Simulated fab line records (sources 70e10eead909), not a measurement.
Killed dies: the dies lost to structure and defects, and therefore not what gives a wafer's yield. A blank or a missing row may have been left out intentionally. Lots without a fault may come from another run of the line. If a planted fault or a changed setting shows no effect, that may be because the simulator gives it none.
Chamber matching | flow nandHarc | NHARC_P_M1_DESCUM_14 on rieDiel-10: 4 sister chambers
The step chemistry O2, time 3 s. 33 wafers are shown with their chamber, then 12 later ones without.

## WAFERS, EACH WITH ITS CHAMBER
wafer  | chamber | showerheadPlenumPTorr (Torr) | drypumpMotorCurrentA (A) | oesProductAu (a.u.)
L075.1 | 2       | 1.89                         | 5.9                      | 1.000
L075.2 | 3       | 2.02                         | 5.7                      | 1.026
L075.3 | 1       | 2.05                         | 5.4                      | 1.003
L075.4 | 0       | 1.85                         | 6.2                      | 0.992
L075.5 | 3       | 2.02                         | 5.8                      | 1.025
L075.6 | 0       | 1.85                         | 6.2                      | 0.985
L076.1 | 1       | 2.05                         | 5.4                      | 1.005
L076.2 | 0       | 1.85                         | 6.2                      | 0.994
L076.3 | 2       | 1.89                         | 6.0                      | 0.998
L079.1 | 2       | 1.89                         | 5.9                      | 0.995
L079.5 | 2       | 1.89                         | 5.9                      | 0.999
L079.6 | 1       | 2.04                         | 5.4                      | 1.011
L082.1 | 1       | 2.04                         | 5.4                      | 0.997
L082.2 | 3       | 2.02                         | 5.8                      | 1.011
L082.6 | 0       | 1.85                         | 6.2                      | 0.977
L084.3 | 1       | 2.04                         | 5.4                      | 0.998
L084.4 | 0       | 1.85                         | 6.1                      | 1.008
L084.5 | 3       | 2.02                         | 5.8                      | 1.023
L085.2 | 0       | 1.85                         | 6.2                      | 0.997
L085.4 | 1       | 2.04                         | 5.4                      | 0.998
L085.6 | 3       | 2.02                         | 5.8                      | 1.025
L086.3 | 3       | 2.02                         | 5.8                      | 1.019
L086.4 | 2       | 1.89                         | 5.9                      | 0.988
L086.6 | 3       | 2.02                         | 5.8                      | 1.017
L089.1 | 1       | 2.04                         | 5.4                      | 1.024
L089.3 | 0       | 1.85                         | 6.2                      | 1.009
L089.4 | 2       | 1.89                         | 5.9                      | 1.019
L090.1 | 3       | 2.02                         | 5.8                      | 1.000
L090.3 | 2       | 1.89                         | 5.9                      | 0.998
L090.4 | 1       | 2.04                         | 5.4                      | 1.016
L091.3 | 2       | 1.89                         | 5.9                      | 0.999
L091.5 | 1       | 2.04                         | 5.4                      | 1.005
L091.6 | 2       | 1.89                         | 5.9                      | 1.003

SIGNATURES (means of the wafers above)
reading               | chamber 0 | chamber 1 | chamber 2 | chamber 3 | scatter within a chamber
showerheadPlenumPTorr | 1.8500    | 2.0422    | 1.8900    | 2.0200    | 0.00232
drypumpMotorCurrentA  | 6.186     | 5.400     | 5.911     | 5.787     | 0.0301
oesProductAu          | 0.99457   | 1.00633   | 0.99989   | 1.01825   | 0.00943
Rule: for each reading, subtract the chamber's mean from the wafer's reading, divide by that reading's scatter and square the result; add these up over the readings and take the root, which gives the wafer's distance from the chamber. The wafer belongs to the nearest chamber; if the next one is less than 2 further off, it can't be placed. How the scatter is found: for the shown wafers, subtract from each reading the mean of its chamber, square and add these, divide the total by (wafers less chambers), then take the root.

## WAFERS WITH NO CHAMBER GIVEN
wafer  | showerheadPlenumPTorr (Torr) | drypumpMotorCurrentA (A) | oesProductAu (a.u.)
L092.1 | 1.85                         | 6.2                      | 0.994
L092.2 | 1.89                         | 5.9                      | 1.006
L092.5 | 1.85                         | 6.1                      | 0.986
L093.1 | 1.85                         | 6.2                      | 1.005
L093.4 | 2.04                         | 5.4                      | 1.009
L093.6 | 1.85                         | 6.2                      | 0.994
L095.1 | 2.04                         | 5.4                      | 1.002
L095.4 | 1.89                         | 5.9                      | 1.005
L095.5 | 2.02                         | 5.8                      | 0.986
L096.2 | 1.85                         | 6.1                      | 1.000
L096.3 | 2.01                         | 5.8                      | 0.991
L096.4 | 1.89                         | 5.9                      | 1.000

## THE CHAMBER EACH PASSED THROUGH
wafer  | from the rows above | in truth
L092.1 | 0                   | 0
L092.2 | 2                   | 2
L092.5 | 0                   | 0
L093.1 | 0                   | 0
L093.4 | 1                   | 1
L093.6 | 0                   | 0
L095.1 | 1                   | 1
L095.4 | 2                   | 2
L095.5 | 3                   | 3
L096.2 | 0                   | 0
L096.3 | 3                   | 3
L096.4 | 2                   | 2
12 of 12 placed correctly. From these rows, 0 cannot be placed. Placed wrongly: 0.
